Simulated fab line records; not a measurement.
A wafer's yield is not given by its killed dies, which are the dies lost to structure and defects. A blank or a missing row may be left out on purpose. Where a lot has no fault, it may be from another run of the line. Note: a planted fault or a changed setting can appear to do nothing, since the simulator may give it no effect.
Chamber matching || flow n5Finfet || N5_ZERO_LAYER_PECVD_02 on pecvd-04 has 3 sister chambers
The step deposits SiO2 from SiH4/N2O, target thk 10 nm, time 6 s. 16 wafers are shown with their chamber, then 8 later ones without.

WAFERS, EACH WITH ITS CHAMBER
{"wafer": "L074.1", "chamber": 2, "showerheadPlenumPTorr (Torr)": 8.14, "showerheadVppV (V)": 1028, "heaterPowerW (W)": 723}
{"wafer": "L074.2", "chamber": 0, "showerheadPlenumPTorr (Torr)": 7.75, "showerheadVppV (V)": 1065, "heaterPowerW (W)": 763}
{"wafer": "L074.6", "chamber": 2, "showerheadPlenumPTorr (Torr)": 8.12, "showerheadVppV (V)": 1008, "heaterPowerW (W)": 747}
{"wafer": "L080.3", "chamber": 0, "showerheadPlenumPTorr (Torr)": 7.78, "showerheadVppV (V)": 1071, "heaterPowerW (W)": 829}
{"wafer": "L080.4", "chamber": 2, "showerheadPlenumPTorr (Torr)": 8.11, "showerheadVppV (V)": 1024, "heaterPowerW (W)": 769}
{"wafer": "L080.5", "chamber": 0, "showerheadPlenumPTorr (Torr)": 7.76, "showerheadVppV (V)": 1068, "heaterPowerW (W)": 826}
{"wafer": "L085.1", "chamber": 0, "showerheadPlenumPTorr (Torr)": 7.76, "showerheadVppV (V)": 1052, "heaterPowerW (W)": 710}
{"wafer": "L085.2", "chamber": 1, "showerheadPlenumPTorr (Torr)": 7.95, "showerheadVppV (V)": 1073, "heaterPowerW (W)": 718}
{"wafer": "L085.6", "chamber": 0, "showerheadPlenumPTorr (Torr)": 7.76, "showerheadVppV (V)": 1057, "heaterPowerW (W)": 727}
{"wafer": "L087.2", "chamber": 0, "showerheadPlenumPTorr (Torr)": 7.78, "showerheadVppV (V)": 1066, "heaterPowerW (W)": 768}
{"wafer": "L087.3", "chamber": 1, "showerheadPlenumPTorr (Torr)": 7.94, "showerheadVppV (V)": 1079, "heaterPowerW (W)": 715}
{"wafer": "L087.4", "chamber": 0, "showerheadPlenumPTorr (Torr)": 7.76, "showerheadVppV (V)": 1074, "heaterPowerW (W)": 750}
{"wafer": "L088.1", "chamber": 0, "showerheadPlenumPTorr (Torr)": 7.76, "showerheadVppV (V)": 1069, "heaterPowerW (W)": 749}
{"wafer": "L088.3", "chamber": 1, "showerheadPlenumPTorr (Torr)": 7.94, "showerheadVppV (V)": 1066, "heaterPowerW (W)": 661}
{"wafer": "L088.5", "chamber": 1, "showerheadPlenumPTorr (Torr)": 7.94, "showerheadVppV (V)": 1079, "heaterPowerW (W)": 645}
{"wafer": "L093.1", "chamber": 0, "showerheadPlenumPTorr (Torr)": 7.77, "showerheadVppV (V)": 1052, "heaterPowerW (W)": 747}

SIGNATURES (means of the wafers above)
{"reading": "showerheadPlenumPTorr", "chamber 0": 7.7644, "chamber 1": 7.9425, "chamber 2": 8.1233, "scatter within a chamber": 0.0102}
{"reading": "showerheadVppV", "chamber 0": 1063.78, "chamber 1": 1074.25, "chamber 2": 1020.00, "scatter within a chamber": 8.18}
{"reading": "heaterPowerW", "chamber 0": 763.22, "chamber 1": 684.75, "chamber 2": 746.33, "scatter within a chamber": 37.5}
Rule: for a wafer and a chamber, the distance is found by dividing, reading by reading, the gap between the wafer's reading and the chamber's mean by the reading's scatter, squaring, summing and taking the root. The wafer belongs to the nearest chamber; if the next one is less than 2 further off, it can't be placed. How the scatter is found: for the shown wafers, subtract from each reading the mean of its chamber, square and add these, divide the total by (wafers less chambers), then take the root.

WAFERS WHOSE CHAMBER IS MISSING
{"wafer": "L093.2", "showerheadPlenumPTorr (Torr)": 7.94, "showerheadVppV (V)": 1080, "heaterPowerW (W)": 667}
{"wafer": "L093.4", "showerheadPlenumPTorr (Torr)": 7.77, "showerheadVppV (V)": 1090, "heaterPowerW (W)": 744}
{"wafer": "L094.2", "showerheadPlenumPTorr (Torr)": 8.13, "showerheadVppV (V)": 1009, "heaterPowerW (W)": 774}
{"wafer": "L094.3", "showerheadPlenumPTorr (Torr)": 7.97, "showerheadVppV (V)": 1064, "heaterPowerW (W)": 737}
{"wafer": "L094.4", "showerheadPlenumPTorr (Torr)": 7.97, "showerheadVppV (V)": 1094, "heaterPowerW (W)": 725}
{"wafer": "L097.2", "showerheadPlenumPTorr (Torr)": 7.96, "showerheadVppV (V)": 1058, "heaterPowerW (W)": 664}
{"wafer": "L097.4", "showerheadPlenumPTorr (Torr)": 7.76, "showerheadVppV (V)": 1074, "heaterPowerW (W)": 766}
{"wafer": "L097.6", "showerheadPlenumPTorr (Torr)": 8.13, "showerheadVppV (V)": 1010, "heaterPowerW (W)": 725}

THE CHAMBER EACH PASSED THROUGH
{"wafer": "L093.2", "from the rows above": 1, "in truth": 1}
{"wafer": "L093.4", "from the rows above": 0, "in truth": 0}
{"wafer": "L094.2", "from the rows above": 2, "in truth": 2}
{"wafer": "L094.3", "from the rows above": 1, "in truth": 1}
{"wafer": "L094.4", "from the rows above": 1, "in truth": 1}
{"wafer": "L097.2", "from the rows above": 1, "in truth": 1}
{"wafer": "L097.4", "from the rows above": 0, "in truth": 0}
{"wafer": "L097.6", "from the rows above": 2, "in truth": 2}
Placed correctly: 8 of 8. Left unplaced by these rows: 0. Number placed wrongly: 0.
